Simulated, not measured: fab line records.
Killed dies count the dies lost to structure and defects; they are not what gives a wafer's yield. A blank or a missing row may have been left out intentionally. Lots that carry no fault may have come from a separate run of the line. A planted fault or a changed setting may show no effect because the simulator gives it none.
Chamber matching -- flow nand harc -- 4 sister chambers for NHARC_A_WL_FILL_ALD_00 on ald hk-02
The step deposits Al2O3, target thk 3 nm, pulse time 3 s, ald cycles 30. 7 wafers are shown with their chamber, then 9 later ones without.

## EACH WAFER AND ITS CHAMBER
wafer,chamber,heater power w (W),precursor pulse height rel
L083.5,1,436,0.978
L084.2,2,432,0.992
L084.4,0,624,1.010
L084.6,3,406,0.993
L085.2,3,409,0.999
L085.3,0,632,1.036
L085.4,2,434,1.002

## WAFERS MISSING THEIR CHAMBER
wafer,heater power w (W),precursor pulse height rel
L086.2,425,0.995
L086.3,444,1.022
L086.5,400,1.015
L093.1,439,1.016
L093.3,410,1.002
L093.5,639,1.016
L095.1,436,0.976
L095.4,409,0.996
L095.5,407,1.006

## THE CHAMBER EACH PASSED THROUGH
wafer,from the rows above,in truth
L086.2,can't be placed: 2 or 1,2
L086.3,can't be placed: 2 or 1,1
L086.5,3,3
L093.1,can't be placed: 2 or 1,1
L093.3,3,3
L093.5,0,0
L095.1,can't be placed: 1 or 2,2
L095.4,3,3
L095.5,3,3
Correctly placed: 5 of 9. These rows do not allow placing 4 (true chamber among the candidates in 4). 0 placed wrongly.
How it was worked out, from the rows above alone: a wafer's distance from a chamber is the root of the sum, over the readings, of the square of ((its reading less the chamber's mean) divided by the reading's scatter). The wafer belongs to the nearest chamber; if the next one is less than 2 further off, it can't be placed. For every chamber, the mean is computed from those of its wafers that are shown. How the scatter is found: for the shown wafers, subtract from each reading the mean of its chamber, square and add these, divide the total by (wafers less chambers), then take the root.
